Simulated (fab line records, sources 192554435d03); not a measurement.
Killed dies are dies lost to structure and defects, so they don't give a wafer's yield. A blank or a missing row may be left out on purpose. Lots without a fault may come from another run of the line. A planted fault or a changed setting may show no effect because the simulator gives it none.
A struck lot beside a sound one | flow n5_finfet | 15 steps out of a route of 1938
Sound: wafers L855.1, L855.2, L855.5. Struck: wafers L867.3, L867.6. (L867.4 of the same lot was not struck and is left out.) The cause comes at the end.
At each step with rows: each side's tool, then ch and its chambers, then its first start. Under that, the readings that differ: sound wafers | struck wafers | difference of the means | sigmas: that difference in standard deviations of wafers without a fault.
alike: readings whose means differ by less than 2 such deviations, and words and numbers that are the same on both sides. not compared: withheld readings, readings that some wafer has no value for, bounds like >300 that may hide the same value, and numbers for which the record gives no deviation and whose values overlap.
The two part at a step that has a row with sigmas, a row that says differs or no value, or rows on one side only. Numbers that don't overlap but have no deviation are shown without sigmas and don't part them. A reading that every wafer of one side lacks parts them only if that side has two wafers or more.

first, 3 steps without rows for these wafers: N5_BEOL_M5_EXPOSE_25 (exposes mask V4, defocus 10 nm); N5_BEOL_M5_PEB_26 (peb time 60 s); N5_BEOL_M5_DEVELOP_27 (develop time 30 s).
N5_BEOL_M5_CD_MEAS_28: target cd 30.6 nm, target cd y 20 nm.
  sound on cd_sem-01 ch 0, day 8 13:21; struck on cd_sem-03 ch 0, day 11 09:28
  alike: cd_nm
N5_BEOL_M5_OVL_MEAS_29:
  sound on overlay-02 ch 0, day 8 13:23; struck on overlay-02 ch 0, day 11 09:30
  alike: V4_OVL
N5_BEOL_M5_INSPECT_30: inspects for defects (brightfield).
  sound on defect_inspect-02, day 8 13:26; struck on defect_inspect-01, day 11 09:33
  alike: raw_defect_count
N5_BEOL_M5_DESCUM_33: chemistry O2, time 7 s.
  sound on rie_diel-03 ch 1,2, day 8 13:46; struck on rie_diel-03 ch 2, day 11 10:00
  alike: drypump_motor_current_A, oes_product_au, rf_vpp_V, showerhead_plenum_p_Torr, throttle_valve_pct
  not compared: rf_hours_counter_h
N5_BEOL_M5_ETCH_75: etches underlayer in N2/H2, target depth 6.5 nm, time 5.2 s.
  sound on rie_diel-03 ch 1,2, day 8 13:48; struck on rie_diel-03 ch 2, day 11 10:02
  alike: bias_w, drypump_motor_current_A, etch_rf_on_time_s, oes_product_au, rf_vpp_V, showerhead_plenum_p_Torr, throttle_valve_pct
  not compared: rf_hours_counter_h
N5_BEOL_M5_ETCH_67: etches SiARC in CF4, target depth 15.6 nm, time 26 s.
  sound on rie_diel-03 ch 1,2, day 8 13:49; struck on rie_diel-03 ch 2, day 11 10:03
  alike: bias_w, drypump_motor_current_A, etch_rf_on_time_s, oes_product_au, rf_vpp_V, showerhead_plenum_p_Torr, throttle_valve_pct
  not compared: rf_hours_counter_h
N5_BEOL_M5_ETCH_68: etches SOC in N2/H2, target depth 80 nm, overetch 16 nm, time 120 s.
  sound on rie_diel-03 ch 1,2, day 8 13:51; struck on rie_diel-03 ch 2, day 11 10:05
  alike: bias_w, drypump_motor_current_A, oes_product_au, rf_vpp_V, showerhead_plenum_p_Torr, throttle_valve_pct
  not compared: rf_hours_counter_h
then, 2 steps without rows for these wafers: N5_BEOL_M5_STRIP_69 (strips in N2/H2); N5_BEOL_M5_STRIP_76 (strips in N2/H2).
N5_BEOL_M5_VIA_ETCH_34: etches SiCOH lowk in C4F6/O2, target depth 88.3 nm, time 39.2 s.
  sound on rie_diel-03 ch 1,2, day 8 13:57; struck on rie_diel-03 ch 2, day 11 10:11
  reading                  | sound             | struck      | difference | sigmas
  bias_w (W)               | 184.6 184.7 184.7 | 218.9 219.7 | +34.6      | +69
  rf_vpp_V (V)             | 671 672 671       | 771 770     | +99        | +22
  model.etch.depth_nm (nm) | 88.37 87.71 88.44 | 92.2 92.76  | +4.3       |
  alike: drypump_motor_current_A, oes_product_au, showerhead_plenum_p_Torr, throttle_valve_pct
  not compared: rf_hours_counter_h
then, 1 step without rows for these wafers: N5_BEOL_M5_STRIP_85 (strips in C4F6/O2).
-- the record jumps here: 4 days lie between the struck wafers' starts before and after (it left off in module BEOL_M5 and takes up again in module PASSIVATION, whose first step shown is number 1936 of the route) --
N5_PASSIVATION_PROBE_49:
  sound on prober-02, day 12 23:49; struck on prober-02, day 15 08:49
  alike: defect_limited_yield, killed_at_M0_to_M3, killed_at_M4_up, killed_at_contacts, killed_at_front_end, killed_at_other, killed_dies, killed_open, killed_short, sort_bin_5_function, sort_bin_6_memory, sort_n_pass, sort_yield_pct

WHERE THEY PART
Only at N5_BEOL_M5_VIA_ETCH_34, within this record. Later steps at which nothing parts them and some readings are alike: N5_PASSIVATION_PROBE_49.

WHY: what the simulator had put in
Process parameter drift: rie_diel-03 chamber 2, from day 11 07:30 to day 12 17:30, at N5_BEOL_M5_VIA_ETCH_34. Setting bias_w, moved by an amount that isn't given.
